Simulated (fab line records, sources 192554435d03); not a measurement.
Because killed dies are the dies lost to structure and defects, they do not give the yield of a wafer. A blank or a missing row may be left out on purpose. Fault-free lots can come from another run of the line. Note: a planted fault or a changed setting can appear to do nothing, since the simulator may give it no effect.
fab line records	flow n5Finfet
[record] lots = 10	wafers = 30	lastDay = 19
route steps=1938 shown BEOL_M1@802 BEOL_M4@1111
lots that met no fault: taken from a fault-free run of the same line
startH: the number of hours between the record's first day and the start of the first shown wafer of the lot	waitH: how many hours have passed since the lot's step before this one	" unchanged from the row above	L1.1+2: a single row standing in for several wafers	- no value, or no start was given	* or withheld: withheld	< > ~ a bound
route shown NAME@n: a module of which the file shows steps, and the number in the route of the first	usual: average and standard deviation across the fault-free wafers	same: alike in all rows	chamber/n: place in a boat	sites: the reading at each site	_std_site: their standard deviation	_edge_site: the outer-site mean with the inner-site mean subtracted	radiusMm: for every site, how far away it sits from the centre of the wafer	mask NAME#n: copy n	behind: the last tool/chamber to shape the wafer	hold: cause of the lot's hold/its duration in hours/its outcome	device: whichever transistor did not switch (one of n, p or np)	end of line: the same wafers' tests at the end of the route	a step without rows: its recipe alone	killed: count of dies lost to structure and defects at first sort (not the wafer's yield)	map: dies across one wafer; x = killed, . = not, _ = none there
set.NAME: the setting the step ran with; set.NAME@STEP: the setting that earlier step ran with	model.NAME: the simulator's own value behind a step, which no gauge read
a sample of lots followed through the steps of the route, with each step as a table and each wafer as a row
services: from which hour (startH, from the record's first day; less than 0 if before it) a tool's chamber was out of use, for how many hours, and why
[[steps]]
[step N5_BEOL_M1_STRIP_97]
[recipe] chemistry = N2/H2	timeS = 10	powerW = 450	tempC = 40	pressureMtorr = 20	rfFrequencyHz = 6e+07	biasPowerW = 7	n2FlowSccm = 200	h2FlowSccm = 200
[usual] drypumpMotorCurrentA = 5.8/0.5	oesProductAu = 0.76/0.068	rfVppV = 59.2/0.88	showerheadPlenumPTorr = 2.55/0.078	throttleValvePct = 23.8/0.36
lot.wafer	tool	chamber	startH	waitH	drypumpMotorCurrentA	oesProductAu	rfHoursCounterH	rfVppV	showerheadPlenumPTorr	throttleValvePct
L919.3	rieDiel-03	2	-	-	4.7	0.77	137	60.1	2.65	23.9
L919.5	"	0	"	"	5.0	0.74	-	60.2	2.56	24.1
L919.6	"	3	"	"	6.3	0.87	-	57.9	2.47	23.4
L921.1	rieDiel-04	2	-	-	5.3	0.71	243	60.0	2.51	24.0
L921.2	"	0	"	"	5.9	0.71	203	59.4	2.63	23.4
L921.6	"	3	"	"	6.0	0.75	-	59.9	2.54	23.8
L923.1	rieDiel-04	3	-	-	5.9	0.75	160	58.8	2.54	23.8
L923.3	"	1	"	"	6.1	0.79	111	58.4	2.47	24.4
L923.4	"	0	"	"	5.9	0.70	207	59.1	2.63	23.5
L924.1	rieDiel-01	3	-	-	6.2	0.75	166	59.2	2.66	23.7
L924.3	"	2	"	"	5.7	0.78	157	60.1	2.64	23.8
L924.6	"	0	"	"	6.1	0.68	-	58.7	2.51	23.3
L927.1	rieDiel-01	1	-	-	6.3	0.72	188	57.1	2.44	24.1
L927.2	"	2	"	"	5.7	0.76	163	59.2	2.64	23.8
L927.6	"	2	"	"	5.7	0.76	-	60.0	2.64	23.8
L931.1	rieDiel-01	0	-	-	6.1	0.94	7	57.9	2.50	23.0
L931.3	"	3	"	"	6.2	0.75	177	58.6	2.65	23.7
L931.5	"	2	"	"	5.7	0.75	-	58.9	2.63	23.8
L934.1	rieDiel-01	0	-	-	6.1	0.91	9	59.2	2.50	23.0
L934.3	"	3	"	"	6.2	0.73	178	57.8	2.65	23.7
L934.6	"	3	"	"	6.2	0.74	-	60.0	2.65	23.7
L936.1	rieDiel-01	2	-	-	5.6	0.75	178	58.6	2.63	23.8
L936.4	"	1	"	"	6.2	0.70	203	57.8	2.43	24.1
L936.6	"	1	"	"	6.2	0.70	-	58.7	2.43	24.1
L941.1	rieDiel-03	3	-	-	6.4	0.81	91	60.1	2.45	23.5
L941.3	"	1	"	"	6.1	0.71	221	60.5	2.62	23.7
L941.4	"	0	"	"	5.0	0.71	183	58.1	2.54	24.2
L942.1	rieDiel-03	1	-	-	6.1	0.70	223	60.9	2.62	23.7
L942.3	"	3	"	"	6.4	0.80	93	58.5	2.45	23.5
L942.6	"	0	"	"	5.0	0.71	-	59.1	2.54	24.2
[step N5_BEOL_M1_DEGAS_44]
[recipe] ambient = vacuum	tempC = 250	timeS = 60
[usual] heaterPowerW = 339/34
lot.wafer	tool	chamber	startH	waitH	heaterPowerW
L919.3	pvdSputter-01	-	126.48	0.3	375
L919.5	"	-	"	"	321
L919.6	"	-	"	"	352
L921.1	pvdSputter-03	-	139.38	0.3	332
L921.2	"	-	"	"	315
L921.6	"	-	"	"	308
L923.1	pvdSputter-01	-	153.45	0.7	329
L923.3	"	-	"	"	388
L923.4	"	-	"	"	354
L924.1	pvdSputter-01	-	159.07	0.5	397
L924.3	"	-	"	"	318
L924.6	"	-	"	"	358
L927.1	pvdSputter-03	-	179.05	0.5	309
L927.2	"	-	"	"	328
L927.6	"	-	"	"	327
L931.1	pvdSputter-03	-	213.95	0.6	306
L931.3	"	-	"	"	331
L931.5	"	-	"	"	361
L934.1	pvdSputter-03	-	218.49	0.3	304
L934.3	"	-	"	"	329
L934.6	"	-	"	"	303
L936.1	pvdSputter-03	-	231.93	0.2	315
L936.4	"	-	"	"	314
L936.6	"	-	"	"	352
L941.1	pvdSputter-02	-	271.77	0.1	343
L941.3	"	-	"	"	417
L941.4	"	-	"	"	289
L942.1	pvdSputter-03	-	277.65	0.4	358
L942.3	"	-	"	"	313
L942.6	"	-	"	"	316
[step N5_BEOL_M1_ANNEAL_82]
[recipe] tempC = 400	timeS = 240	ambient = vacuum
[usual] heaterPowerW = 848/80
lot.wafer	tool	chamber	startH	waitH	heaterPowerW
L919.3	pvdSputter-01	-	129.12	0.0	899
L919.5	"	-	"	"	960
L919.6	"	-	"	"	888
L921.1	pvdSputter-03	-	140.78	0.0	831
L921.2	"	-	"	"	753
L921.6	"	-	"	"	817
L923.1	pvdSputter-03	-	155.80	0.0	899
L923.3	"	-	"	"	789
L923.4	"	-	"	"	783
L924.1	pvdSputter-01	-	160.23	0.0	917
L924.3	"	-	"	"	963
L924.6	"	-	"	"	801
L927.1	pvdSputter-01	-	180.23	0.0	794
L927.2	"	-	"	"	951
L927.6	"	-	"	"	965
L931.1	pvdSputter-03	-	215.31	0.0	870
L931.3	"	-	"	"	823
L931.5	"	-	"	"	829
L934.1	pvdSputter-03	-	219.60	0.0	900
L934.3	"	-	"	"	817
L934.6	"	-	"	"	772
L936.1	pvdSputter-02	-	233.14	0.0	854
L936.4	"	-	"	"	764
L936.6	"	-	"	"	740
L941.1	pvdSputter-02	-	272.96	0.0	859
L941.3	"	-	"	"	706
L941.4	"	-	"	"	735
L942.1	pvdSputter-01	-	280.16	0.0	984
L942.3	"	-	"	"	911
L942.6	"	-	"	"	914
[step N5_BEOL_M1_SPUTTER_90]
[recipe] material = Cu	targetThkA = 45	tempC = -20	chamberPressurePa = 0.07	powerW = withheld	timeS = 8.29
[usual] chamberPressurePa = 0.07/0.00012	throttleValvePct = 30.0/1
lot.wafer	tool	chamber	startH	waitH	chamberPressurePa	throttleValvePct
L919.3	pvdSputter-01	-	129.70	0.1	0.06997	30.0
L919.5	"	-	"	"	0.07	29.0
L919.6	"	-	"	"	0.07005	30.0
L921.1	pvdSputter-03	-	141.36	0.1	0.06999	29.7
L921.2	"	-	"	"	0.07009	30.7
L921.6	"	-	"	"	0.07001	29.8
L923.1	pvdSputter-03	-	156.38	0.1	0.07008	28.6
L923.3	"	-	"	"	0.06998	30.3
L923.4	"	-	"	"	0.06981	31.1
L924.1	pvdSputter-01	-	160.81	0.1	0.07006	30.2
L924.3	"	-	"	"	0.07013	28.7
L924.6	"	-	"	"	0.07009	31.7
L927.1	pvdSputter-01	-	180.86	0.1	0.07009	32.1
L927.2	"	-	"	"	0.06976	29.5
L927.6	"	-	"	"	0.06994	28.8
L931.1	pvdSputter-03	-	215.89	0.1	0.06732	28.8
L931.3	"	-	"	"	0.06983	29.8
L931.5	"	-	"	"	0.0701	30.2
L934.1	pvdSputter-03	-	220.18	0.1	0.06747	28.9
L934.3	"	-	"	"	0.06996	29.8
L934.6	"	-	"	"	0.07012	30.6
L936.1	pvdSputter-02	-	233.72	0.1	0.06988	30.4
L936.4	"	-	"	"	0.07007	29.8
L936.6	"	-	"	"	0.06999	29.7
L941.1	pvdSputter-02	-	273.54	0.1	0.06997	30.5
L941.3	"	-	"	"	0.06997	31.1
L941.4	"	-	"	"	0.06987	29.6
L942.1	pvdSputter-01	-	280.74	0.1	0.07006	28.7
L942.3	"	-	"	"	0.06977	29.4
L942.6	"	-	"	"	0.07013	30.3
[step N5_BEOL_M4_RC_MEAS_101]
[usual] DIBL_N = 36.0/1.6	DIBL_P = 35.8/2	IOFF_N = 0.152/0.03	IOFF_P = 0.20/0.031	ION_N = 670/12	ION_P = 459/7.4	SS_N = 71.5/0.56	SS_P = 73.2/0.64	VT_N = 251/3.5	VT_P = -252/3.3
lot.wafer	tool	chamber	startH	waitH	DIBL_N[mV/V]	DIBL_P[mV/V]	IOFF_N[nA/um]	IOFF_P[nA/um]	ION_N[uA/um]	ION_P[uA/um]	SS_N[mV/dec]	SS_P[mV/dec]	VT_N[mV]	VT_P[mV]
L919.3	prober-02	0	200.04	0.3	36.5	36.9	0.170	0.23	681	467	72.2	73.9	246	-247
L919.5	"	0	"	"	36.4	36.1	0.159	0.22	664	457	72.2	73.9	251	-246
L919.6	"	0	"	"	35.1	35.6	0.143	0.22	675	469	72.0	73.2	252	-246
L921.1	prober-02	0	205.93	0.0	37.0	37.4	0.162	0.21	683	468	70.9	74.1	248	-250
L921.2	"	0	"	"	35.3	34.5	0.136	0.17	675	464	71.0	72.6	249	-253
L921.6	"	0	"	"	35.9	34.9	0.135	0.18	659	451	70.8	73.1	252	-255
L923.1	prober-01	0	219.21	0.0	37.4	36.7	0.151	0.20	674	461	71.8	73.6	253	-252
L923.3	"	0	"	"	35.9	35.6	0.125	0.18	656	455	71.3	73.2	255	-250
L923.4	"	0	"	"	37.2	37.0	0.155	0.20	680	463	72.1	73.6	250	-253
L924.1	prober-01	0	238.45	0.0	33.6	34.2	0.113	0.19	644	456	71.4	72.4	255	-247
L924.3	"	0	"	"	36.9	38.5	0.172	0.26	676	473	71.7	73.6	248	-245
L924.6	"	0	"	"	34.7	35.2	0.136	0.21	673	473	71.2	72.9	253	-248
L927.1	prober-01	0	245.94	0.0	34.2	33.1	0.111	0.15	654	447	71.0	71.8	257	-257
L927.2	"	0	"	"	35.1	34.1	0.124	0.15	647	441	71.6	72.7	255	-255
L927.6	"	0	"	"	36.6	36.1	0.150	0.18	663	451	72.1	73.1	251	-256
L931.1	prober-02	0	281.04	0.0	34.8	32.6	0.118	0.14	665	452	71.1	72.2	250	-256
L931.3	"	0	"	"	36.3	34.5	0.143	0.17	661	451	70.6	72.8	248	-253
L931.5	"	0	"	"	40.9	40.2	0.233	0.25	689	461	72.9	74.1	242	-250
L934.1	prober-02	0	284.35	0.0	34.7	33.2	0.122	0.15	658	452	71.2	73.1	254	-257
L934.3	"	0	"	"	39.0	38.9	0.210	0.24	690	472	72.5	73.9	246	-248
L934.6	"	0	"	"	36.8	35.7	0.154	0.19	667	452	71.9	73.5	252	-252
L936.1	prober-02	0	291.84	0.0	36.2	34.5	0.148	0.18	684	464	71.2	72.7	248	-255
L936.4	"	0	"	"	37.3	34.6	0.146	0.17	674	447	71.6	72.7	254	-255
L936.6	"	0	"	"	34.6	32.2	0.120	0.16	660	449	70.6	72.4	253	-256
L941.1	prober-01	0	342.77	0.0	35.3	36.1	0.156	0.23	681	467	71.0	73.7	248	-249
L941.3	"	0	"	"	35.7	36.1	0.171	0.22	677	468	71.2	74.0	249	-250
L941.4	"	0	"	"	37.0	37.1	0.177	0.23	676	465	71.9	74.4	251	-250
L942.1	prober-02	0	347.34	0.0	34.3	34.4	0.129	0.17	655	454	70.4	72.7	250	-253
L942.3	"	0	"	"	31.8	30.1	0.087	0.11	632	435	71.7	71.6	259	-261
L942.6	"	0	"	"	33.2	32.1	0.113	0.14	658	449	71.2	72.2	255	-258
[[services]]
tool	chamber	startH	hours	kind
pvdSputter-03	-	108.25	5.5	repair
rieDiel-04	2	115.56	19.2	repair
rieDiel-01	3	139.01	5.3	repair
pvdSputter-01	-	143.59	5.2	repair
rieDiel-04	2	153.49	7.9	repair
rieDiel-03	2	154.27	4.0	repair
rieDiel-01	0	162.16	-	clean
rieDiel-01	0	162.16	-	consumableReplace:focusRing
rieDiel-01	0	162.16	22.8	scheduledDown
rieDiel-01	0	162.16	22.8	ventCycle
rieDiel-04	2	172.44	-	clean
rieDiel-04	2	172.44	-	consumableReplace:focusRing
rieDiel-04	2	172.44	14.8	scheduledDown
rieDiel-04	2	172.44	14.8	ventCycle
rieDiel-01	3	175.59	15.8	repair
rieDiel-03	-	179.33	2.8	pm
rieDiel-04	2	200.78	4.9	repair
rieDiel-04	0	210.17	13.3	repair
[[key]]
[firstSign] step = N5_BEOL_M1_SPUTTER_90	reading = chamberPressurePa	direction = down	sigmas = 21	usual = 0.07	struck = 0.0674
effect none on later readings
metAt N5_BEOL_M1_SPUTTER_90
struckLots L931,L934
struckWafers L931.1,L934.1
notActingAt N5_BEOL_M1_STRIP_97,N5_BEOL_M1_DEGAS_44,N5_BEOL_M1_ANNEAL_82
onsetBetween 156.38 215.89
[fault] kind = processParameterDrift	tool = pvdSputter-03	chamber = -	onsetH = 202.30	steps = N5_BEOL_M1_SPUTTER_90	channel = chamberPressurePa	offset = -0.0026703	shape = step	endH = 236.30	actsIn = theseRecipesOnly	stated = 0.07	scope = struckWafersOnly
